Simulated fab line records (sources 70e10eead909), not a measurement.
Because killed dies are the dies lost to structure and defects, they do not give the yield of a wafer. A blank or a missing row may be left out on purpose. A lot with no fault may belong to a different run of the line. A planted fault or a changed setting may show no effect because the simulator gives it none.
Struck lot and sound lot, side by side	flow nandHarc	40 out of 1159 route steps
Sound: the wafers L930.2, L930.4, L930.6. Struck: wafers L950.1, L950.3 (left out: L950.4, a lot-mate that was not struck); the cause follows at the end.
Per side, at each step with rows, come the tool, then ch with its chambers, and then its first start. Under that, the readings that differ: sound wafers	struck wafers	difference of the means	sigmas: that difference in standard deviations of wafers without a fault.
alike: readings whose means differ by less than 2 such deviations, and words and numbers that are the same on both sides. not compared: withheld readings, readings that some wafer has no value for, bounds like >300 that may hide the same value, and numbers for which the record gives no deviation and whose values overlap.
A row with sigmas, a row that says differs or no value, or rows on one side alone: a step with any of these is where the two part. Numbers that have no deviation but don't overlap get no sigmas and don't part them. A reading that every wafer of one side lacks parts them only if that side has two wafers or more.

first, 3 steps without rows for these wafers: NHARC_A_CONTACT_ETCH_138 (etches the open film in C4F8/O2/Ar, time 132 s, target depth 1289 nm); NHARC_A_CONTACT_ETCH_139 (etches the open film in C4F8/O2/Ar, time 137 s, target depth 590 nm); NHARC_A_CONTACT_ETCH_92 (etches the open film in CH3F/O2, target depth 40 nm, time 85.7 s).
NHARC_A_CONTACT_ETCH_98: etches the open film in C4F6/O2, target depth 20 nm, time 10 s.
  sound on rieDiel-01 ch 0,1,3, day 17 05:13; struck on rieDiel-01 ch 1,3
  alike: drypumpMotorCurrentA, oesProductAu, rfVppV, showerheadPlenumPTorr, throttleValvePct
  not compared: rfHoursCounterH
NHARC_A_CONTACT_CD_MEAS_15:
  sound on cdSem-02, day 17 05:18; struck on cdSem-03, day 22 15:27
  alike: cdNm
then, 6 steps without rows for these wafers: NHARC_A_CONTACT_STRIP_107 (strips in N2/H2); NHARC_A_CONTACT_STRIP_108 (strips in CF4/CHF3); NHARC_A_CONTACT_STRIP_109 (strips in O2/COS); NHARC_A_CONTACT_ETCH_110 (etches the open film in CF4/O2, target depth 50 nm, overetch 5 nm, time 27.5 s); NHARC_A_CONTACT_STRIP_26 (strips in O2); NHARC_A_CONTACT_STRIP_27 (strips in post etch residue remover, time 600 s).
NHARC_A_CONTACT_ALD_18: deposits TiN, target thk 3 nm, pulse time 1 s, ald cycles 150.
  sound on aldMetal-02 ch 2,3, day 17 06:29; struck on aldMetal-01 ch 0,3, day 22 16:29
  alike: heaterPowerW, precursorPulseHeightRel
NHARC_A_CONTACT_CVD_19: deposits W, target thk 300 nm, time 802 s.
  sound on cvdW-02 ch 0,1, day 17 11:29; struck on cvdW-02 ch 0, day 22 17:35
  alike: heaterPowerW, throttleValvePct
then, 12 steps without rows for these wafers: NHARC_A_CONTACT_CMP_20 (polishes, t overpolish 30 s, target thk 300 nm); NHARC_A_CONTACT_SRD_22; NHARC_A_BLC_DEHYDRATE_00 (time 120 s); NHARC_A_BLC_HMDS_01 (time 30 s); NHARC_A_BLC_COAT_02 (time 75 s); NHARC_A_BLC_COAT_03 (time 65 s); NHARC_A_BLC_COAT_04 (resist thk 90 nm); NHARC_A_BLC_SOFTBAKE_05 (time 55 s); NHARC_A_BLC_EBR_06; NHARC_A_BLC_EXPOSE_07 (exposes mask A BLC, target cd 100 nm); NHARC_A_BLC_PEB_08 (peb time 65 s); NHARC_A_BLC_DEVELOP_09 (develop time 35 s).
NHARC_A_BLC_CD_MEAS_10: target cd 100 nm.
  sound on cdSem-02 ch 0, day 17 13:02; struck on cdSem-03 ch 0, day 22 19:16
  alike: cdNm
NHARC_A_BLC_OVL_MEAS_11:
  sound on overlay-01, day 17 13:07; struck on overlay-01, day 22 19:22
  alike: overlayXNm, overlayYNm
then, 2 steps without rows for these wafers: NHARC_A_BLC_DESCUM_15 (chemistry O2, time 3 s); NHARC_A_BLC_ETCH_16 (etches the open film in CF4, target depth 39 nm, time 65 s).
NHARC_A_BLC_ETCH_17: etches the open film in N2/H2, target depth 390 nm, time 609.38 s.
  sound on rieDiel-11 ch 0,3; struck on rieDiel-08 ch 1,2
reading	sound	struck	difference	sigmas
rfVppV (V)	427.7 427.0 426.0	435.0 434.2	+7.7	+3
showerheadPlenumPTorr (Torr)	1.93 1.91 1.92	2.17 2.11	+0.22	+3
  alike: drypumpMotorCurrentA, oesProductAu, throttleValvePct
  not compared: rfHoursCounterH
then, 1 step without rows for these wafers: NHARC_A_BLC_ETCH_18 (etches the open film in C4F8/O2/Ar, target depth 910 nm).
NHARC_A_BLC_CD_MEAS_19:
  sound on cdSem-02, day 17 14:14; struck on cdSem-03, day 22 20:25
  alike: cdNm
then, 3 steps without rows for these wafers: NHARC_A_BLC_STRIP_29 (strips in CF4); NHARC_A_BLC_STRIP_21 (strips in O2); NHARC_A_BLC_STRIP_22 (strips in post etch residue remover, time 600 s).
NHARC_A_BLC_DEGAS_30: time 60 s.
  sound on pvdSputter-01, day 17 15:11; struck on pvdSputter-03, day 22 21:01
  alike: heaterPowerW
then, 1 step without rows for these wafers: NHARC_A_BLC_PRE_CLEAN_31 (time 15 s).
NHARC_A_BLC_PVD_32: deposits Ti, target thk 5 nm, time 17.7 s.
  sound on pvdSputter-01; struck on pvdSputter-03
  alike: throttleValvePct
then, 1 step without rows for these wafers: NHARC_A_BLC_ALD_23 (deposits TiN, target thk 3 nm, pulse time 1 s, ald cycles 150).
NHARC_END_SORT_01:
  sound on prober-02 ch 0, day 20 00:36; struck on prober-02 ch 0, day 24 18:02
reading	sound	struck	difference	sigmas
killedAtArray	19 28 14	72 75	+53	+6
killedAtPeriphery	3 8 11	1 2	-6	-2
killedDies	22 36 25	73 78	+48	+5
  alike: killedAtOther, killedOpen, killedShort

== WHERE THEY PART ==
At NHARC_A_BLC_ETCH_17 first; at NHARC_END_SORT_01 last (within this record only).

WHY: whatever the simulator had introduced
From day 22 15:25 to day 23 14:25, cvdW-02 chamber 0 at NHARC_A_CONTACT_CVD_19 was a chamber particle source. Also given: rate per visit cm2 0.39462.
